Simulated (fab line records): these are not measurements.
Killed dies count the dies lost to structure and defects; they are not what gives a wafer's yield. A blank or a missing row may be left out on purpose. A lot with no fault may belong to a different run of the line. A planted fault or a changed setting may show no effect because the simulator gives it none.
A single fault, viewed from 2 desks ; flow n5_finfet ; each desk has only its own numbers; what lay behind them comes last

## METROLOGY DESK
Lot by lot, what the gauges showed, no matter which tool ran the lot: averages of those sampled wafers that carry a number. A lot is out of limits, marked OUT, if its mean lies more than 4 standard deviations from the usual mean; the brackets give that distance.
Columns: A = trench_depth_nm at N5_BEOL_M13_OCD_MEAS_35, usual 415 nm
lot;first seen here;A
L416;day 12 13:32;407
L419;day 12 19:23;414
L423;day 13 23:30;418
L425;day 14 17:08;418
L433;day 16 05:44;409
Finding of this desk: none of the 5 lots has anything out of limits.

## TOOL OWNER'S DESK, pvd_sputter-03
The tool's own readings at N5_BEOL_M13_SPUTTER_44 (material Ta, target thk 10 nm, time 16.13 s): means of the sampled wafers that have a number, for each lot that ran on this tool. A lot is out of limits, marked OUT, if its mean lies more than 4 standard deviations from the usual mean; the brackets give that distance.
Columns: A = chamber_pressure_pa at N5_BEOL_M13_SPUTTER_44, usual 0.07 Pa; B = throttle_valve_pct at N5_BEOL_M13_SPUTTER_44, usual 30.4 %
lot;first seen here;A;B
L419;day 12 21:03;0.07;30.7
L423;day 14 03:22;0.07;31.1
Finding of this desk: none of the 2 lots has anything out of limits.

## BROUGHT TOGETHER
At the metrology desk, nothing out of limits was observed.
The desk of the tool owner found nothing out of limits.

## WHAT THE SIMULATOR HAD PUT IN
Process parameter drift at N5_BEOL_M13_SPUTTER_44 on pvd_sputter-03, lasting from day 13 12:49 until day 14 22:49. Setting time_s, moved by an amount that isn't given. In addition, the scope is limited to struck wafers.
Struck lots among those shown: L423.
